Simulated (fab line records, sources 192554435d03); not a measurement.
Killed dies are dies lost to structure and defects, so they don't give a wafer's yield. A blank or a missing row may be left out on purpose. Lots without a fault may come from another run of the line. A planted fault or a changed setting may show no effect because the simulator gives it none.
Chamber matching | flow n5_finfet | N5_BEOL_M8_VIA_ETCH_34 on rie_diel-04: 3 sister chambers
The step etches SiCOH lowk in C4F6/O2, target depth 125.5 nm, time 50.5 s. 14 wafers are shown with their chamber, then 3 later ones without.

WAFERS WITH THEIR CHAMBER
wafer  | chamber | drypump_motor_current_A (A) | rf_vpp_V (V) | throttle_valve_pct (%)
L077.3 | 1       | 6.09                        | 660          | 21.02
L077.4 | 0       | 6.01                        | 651          | 21.01
L077.6 | 3       | 6.12                        | 649          | 21.03
L074.2 | 3       | 6.15                        | 650          | 21.06
L074.3 | 1       | 6.08                        | 658          | 21.04
L074.4 | 3       | 6.14                        | 647          | 21.07
L081.2 | 3       | 6.13                        | 649          | 21.08
L081.4 | 1       | 6.09                        | 659          | 21.05
L081.6 | 3       | 6.17                        | 648          | 21.07
L091.2 | 0       | 6.03                        | 662          | 20.78
L091.3 | 1       | 6.04                        | 659          | 21.08
L091.5 | 1       | 6.01                        | 659          | 21.08
L094.1 | 1       | 6.04                        | 659          | 21.10
L094.2 | 3       | 6.12                        | 648          | 21.11

SIGNATURES (means of the wafers above)
reading                 | chamber 0 | chamber 1 | chamber 3 | scatter within a chamber
drypump_motor_current_A | 6.0200    | 6.0583    | 6.1383    | 0.0262
rf_vpp_V                | 656.50    | 659.00    | 648.50    | 2.49
throttle_valve_pct      | 20.8950   | 21.0617   | 21.0700   | 0.0559
Rule: a wafer's distance from a chamber is the root of the sum, over the readings, of the square of ((its reading less the chamber's mean) divided by the reading's scatter). The wafer belongs to the nearest chamber; if the next one is less than 2 further off, it can't be placed. The scatter: the root of (the sum of the squares of (reading less its chamber's mean) over the shown wafers, divided by (wafers less chambers)).

WAFERS WITHOUT THEIR CHAMBER
wafer  | drypump_motor_current_A (A) | rf_vpp_V (V) | throttle_valve_pct (%)
L093.3 | 6.05                        | 659          | 21.10
L093.4 | 6.14                        | 648          | 21.12
L097.4 | 6.00                        | 661          | 20.78

WHICH CHAMBER EACH WENT THROUGH
wafer  | from the rows above | in truth
L093.3 | 1                   | 1
L093.4 | 3                   | 3
L097.4 | 0                   | 0
Placed correctly: 3 of 3. Can't be placed from these rows: 0. Placed wrongly: 0.
